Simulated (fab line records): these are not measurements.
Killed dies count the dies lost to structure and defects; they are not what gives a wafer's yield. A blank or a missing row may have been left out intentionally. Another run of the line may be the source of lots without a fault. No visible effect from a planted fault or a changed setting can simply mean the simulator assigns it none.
Chamber matching ; flow nand-harc ; NHARC_A_CHANNEL_FILL_D1_ALD_25 on ald-hk-02: 4 sister chambers
The step deposits SiOx, target thk 60 nm, pulse time 10 s, ald cycles 600. 16 wafers are shown with their chamber, then 8 later ones without.

== WAFERS PAIRED WITH THEIR CHAMBERS ==
wafer;chamber;heater-power-w (W);precursor-pulse-height-rel
L078.2;1;478;0.964
L078.3;0;435;0.975
L078.6;2;401;1.019
L080.4;3;486;0.994
L080.5;0;415;1.019
L080.6;3;487;1.002
L083.4;0;434;0.996
L083.1;3;481;0.967
L083.6;0;414;1.031
L088.1;2;411;0.998
L088.3;3;459;0.956
L088.4;1;484;1.001
L090.1;1;494;0.996
L090.3;2;409;0.995
L090.2;0;452;1.022
L090.4;3;465;1.008

SIGNATURES, as means of the wafers listed above
reading;chamber 0;chamber 1;chamber 2;chamber 3;scatter within a chamber
heater-power-w;430.00;485.33;407.00;475.60;12.4
precursor-pulse-height-rel;1.00860;0.98700;1.00400;0.98540;0.021
Rule: for each reading, subtract the chamber's mean from the wafer's reading, divide by that reading's scatter and square the result; add these up over the readings and take the root, which gives the wafer's distance from the chamber. If the next closest chamber is less than 2 further off than the closest, the wafer can't be placed; otherwise it belongs to the closest. The scatter is the square root of a quotient: the sum, over the shown wafers, of each reading's squared deviation from its chamber's mean, divided by wafers minus chambers.

== WAFERS WITHOUT THEIR CHAMBER ==
wafer;heater-power-w (W);precursor-pulse-height-rel
L090.6;495;0.992
L090.5;394;1.028
L092.4;405;0.998
L092.3;488;1.009
L092.6;387;1.025
L095.2;435;1.002
L095.3;465;0.980
L095.4;508;1.008

== THE CHAMBER EACH PASSED THROUGH ==
wafer;from the rows above;in truth
L090.6;can't be placed: 1 or 3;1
L090.5;can't be placed: 2 or 0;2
L092.4;can't be placed: 2 or 0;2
L092.3;can't be placed: 1 or 3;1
L092.6;can't be placed: 2 or 0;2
L095.2;can't be placed: 0 or 2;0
L095.3;can't be placed: 3 or 1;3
L095.4;can't be placed: 1 or 3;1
Correct placement for 0 of the 8. Unplaceable from these rows: 8, with the true chamber sitting among the candidates in 8. 0 placed wrongly.
